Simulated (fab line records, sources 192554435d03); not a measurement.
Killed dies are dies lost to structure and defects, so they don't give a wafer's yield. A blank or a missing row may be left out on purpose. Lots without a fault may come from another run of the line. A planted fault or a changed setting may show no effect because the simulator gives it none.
Which tool did it? | flow n5_finfet | 12 lots, 36 wafers sampled, at 3 steps of a route of 1938

WHAT THE GAUGES READ, wafer by wafer
N5_PASSIVATION_OVL_MEAS_63. Usual: PAD_OVL -2 nm, standard deviation 5.6.
lot  | measured     | on         | PAD_OVL (nm) | flag
L950 | day 12 04:29 | overlay-02 | 3 2 9        |
L951 | day 12 09:28 | overlay-01 | -7 -3 -5     |
L952 | day 12 14:10 | overlay-02 | -2 -4 -8     |
L953 | day 12 22:10 | overlay-02 | -3 3 7       |
L954 | day 13 15:38 | overlay-02 | -7 -7 -8     |
L955 | day 13 19:33 | overlay-02 | 4 8 5        |
L958 | day 14 01:48 | overlay-02 | -1 3 -4      |
L963 | day 16 02:22 | overlay-02 | -9 -4 -12    |
L962 | day 16 02:49 | overlay-02 | -2 -3 -1     |
L964 | day 16 02:02 | overlay-01 | 10 0 3       |
L966 | day 16 03:06 | overlay-02 | 4 8 -3       |
L967 | day 16 13:41 | overlay-01 | 3 3 2        |

WHICH TOOL RAN EACH LOT (tool, then ch and the chambers of the sampled wafers, then the start)
lot  | N5_BEOL_M12_SPUTTER_45       | N5_PASSIVATION_PASS_ETCH_74
L950 | pvd_sputter-01, day 10 22:04 | rie_diel-05 ch 1,3, day 12 02:32
L951 | pvd_sputter-02, day 11 09:40 | rie_diel-01 ch 0,1,3, day 12 07:33
L952 | pvd_sputter-01, day 11 14:27 | rie_diel-05 ch 1,2, day 12 12:18
L953 | pvd_sputter-03, day 11 19:05 | rie_diel-01 ch 1,3, day 12 20:34
L954 | pvd_sputter-02, day 12 05:22 | rie_diel-01 ch 0,1,3, day 13 13:17
L955 | pvd_sputter-03, day 12 14:03 | rie_diel-01 ch 0,1, day 13 17:55
L958 | pvd_sputter-03, day 12 22:14 | rie_diel-04 ch 0,3, day 14 00:04
L963 | pvd_sputter-03, day 14 16:52 | rie_diel-01 ch 0,2,3, day 16 00:58
L962 | pvd_sputter-02, day 14 17:19 | rie_diel-04 ch 0,2,3, day 16 01:29
L964 | pvd_sputter-01, day 14 19:40 | rie_diel-04 ch 0,1,2, day 16 00:33
L966 | pvd_sputter-02, day 14 23:27 | rie_diel-05 ch 2,3, day 16 01:32
L967 | pvd_sputter-01, day 15 08:27 | rie_diel-04 ch 1,3, day 16 11:40
- N5_BEOL_M12_SPUTTER_45: material Cu, target thk 80 nm, time 13.33 s.
- N5_PASSIVATION_PASS_ETCH_74: etches SiNx in CF4/O2, target depth 220 nm, time 110 s.

WHAT THE TOOLS THEMSELVES READ (means of the sampled wafers that have a number; where no wafer has one, the mark that the record gives instead)
N5_BEOL_M12_SPUTTER_45. Usual: chamber_pressure_pa 0.13003 Pa, standard deviation 0.00025; throttle_valve_pct 30.3 %, standard deviation 1.1.
lot  | tool           | chamber_pressure_pa (Pa) | throttle_valve_pct (%) | flag
L950 | pvd_sputter-01 | 0.12986                  | 31.5                   |
L951 | pvd_sputter-02 | 0.13004                  | 29.4                   |
L952 | pvd_sputter-01 | 0.12999                  | 31.5                   |
L953 | pvd_sputter-03 | 0.13006                  | 29.5                   |
L954 | pvd_sputter-02 | 0.13002                  | 30.1                   |
L955 | pvd_sputter-03 | 0.13017                  | 29.7                   |
L958 | pvd_sputter-03 | 0.13009                  | 29.8                   |
L963 | pvd_sputter-03 | 0.13048                  | 29.8                   |
L962 | pvd_sputter-02 | 0.12985                  | 29.5                   |
L964 | pvd_sputter-01 | 0.12988                  | 31.5                   |
L966 | pvd_sputter-02 | 0.13011                  | 29.9                   |
L967 | pvd_sputter-01 | 0.12997                  | 31.2                   |

N5_PASSIVATION_PASS_ETCH_74. Usual: drypump_motor_current_A 5.8 A, standard deviation 0.42; oes_product_au 0.77 a.u., standard deviation 0.088; rf_vpp_V 241 V, standard deviation 5.9; showerhead_plenum_p_Torr 2.21 Torr, standard deviation 0.077; throttle_valve_pct 15.98 %, standard deviation 0.22.
lot  | tool        | drypump_motor_current_A (A) | oes_product_au (a.u.) | rf_vpp_V (V) | showerhead_plenum_p_Torr (Torr) | throttle_valve_pct (%) | flag
L950 | rie_diel-05 | 5.6                         | 0.74                  | 235          | 2.10                            | 16.11                  |
L951 | rie_diel-01 | 5.5                         | 0.76                  | 245          | 2.24                            | 15.99                  |
L952 | rie_diel-05 | 5.6                         | 0.83                  | 235          | 2.18                            | 15.85                  |
L953 | rie_diel-01 | 5.5                         | 0.68                  | 247          | 2.24                            | 16.15                  |
L954 | rie_diel-01 | 5.5                         | 0.75                  | 243          | 2.23                            | 16.03                  |
L955 | rie_diel-01 | 5.5                         | 0.76                  | 241          | 2.20                            | 16.06                  |
L958 | rie_diel-04 | 5.8                         | 0.81                  | 238          | 2.20                            | 15.98                  |
L963 | rie_diel-01 | 5.4                         | 0.92                  | 246          | 2.25                            | 15.75                  |
L962 | rie_diel-04 | 5.8                         | 0.76                  | 240          | 2.21                            | 15.98                  |
L964 | rie_diel-04 | 6.2                         | 0.73                  | 241          | 2.22                            | 16.02                  |
L966 | rie_diel-05 | 5.5                         | 0.74                  | 238          | 2.14                            | 15.99                  |
L967 | rie_diel-04 | 6.1                         | 0.72                  | 236          | 2.16                            | 15.94                  |

THE ANSWER, worked out from the rows above alone
Rule: a lot is off if the mean of its wafers that have a number lies more than 3 standard deviations from the usual mean. A lot without any number at a reading at which 4 lots or more have one is off too. The other lots that the step has rows for count as sound. The gauges are gone through in route order, then the tools' own readings, and for those a lot's mean is taken as printed above. The first step at which some lot is off is used, and at that step the reading that is off furthest; a lot without a number counts as furthest.
No lot is off at any reading shown: from this, nothing can be told.

WHAT THE SIMULATOR HAD PUT IN
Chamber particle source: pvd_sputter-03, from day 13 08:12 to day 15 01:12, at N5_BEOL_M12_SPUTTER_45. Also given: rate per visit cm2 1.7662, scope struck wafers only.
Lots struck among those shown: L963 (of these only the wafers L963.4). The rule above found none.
